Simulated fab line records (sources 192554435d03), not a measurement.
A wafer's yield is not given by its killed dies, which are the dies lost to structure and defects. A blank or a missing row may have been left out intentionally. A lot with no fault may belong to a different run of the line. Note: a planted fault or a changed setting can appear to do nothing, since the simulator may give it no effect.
Which of the tools did it? ; flow n5-finfet ; at 1 step of a route of 1938, 11 lots with 31 wafers sampled

WHAT THE GAUGES READ, wafer by wafer
N5_BEOL_M9_OVL_MEAS_12.
lot;measured;on;M9_OVL (nm)
L287;day 9 12:33;overlay-02;-1.1 -1.2 -1.4
L289;day 10 14:32;overlay-02;-0.2 -0.6 -1.4
L291;day 11 08:44;overlay-01;0.0 -0.9 -0.3
L290;day 11 09:02;overlay-02;-0.7 -0.9 -1.1
L292;day 11 09:14;overlay-02;1.7 0.8 0.3
L296;day 11 12:59;overlay-01;1.9 -0.2 1.0
L294;day 11 21:04;overlay-01;0.2 0.8 1.4
L297;day 12 16:26;overlay-02;-0.2 0.2 0.2
L301;day 13 10:50;overlay-01;-0.8 -0.2 -1.0
L305;day 14 10:51;overlay-02;0.3 -1.8
L306;day 14 18:23;overlay-01;-1.2 -0.2

TOOL THAT RAN EACH LOT (tool first, then ch and the chambers of the sampled wafers, then the start)
The record holds no process step before these readings.

THE ANSWER, worked out from the rows above alone
Rule: the lots themselves supply what counts as usual. The widest of any qualifying gaps counts: lots, ordered by their means at a reading, are off when they make up no more than a third of the lots, leave a main group of 4 or more, and stand apart from it by 3 or more times the standard deviation of that group's means. If all means in a main group match to the digits the tables above print for the reading, that group is not used. A lot without any number at a reading at which 4 lots or more have one is off too. Any other lot the step has rows for is counted as sound.
No lot is off at any reading shown: from this, nothing can be told.

WHAT THE SIMULATOR PUT IN
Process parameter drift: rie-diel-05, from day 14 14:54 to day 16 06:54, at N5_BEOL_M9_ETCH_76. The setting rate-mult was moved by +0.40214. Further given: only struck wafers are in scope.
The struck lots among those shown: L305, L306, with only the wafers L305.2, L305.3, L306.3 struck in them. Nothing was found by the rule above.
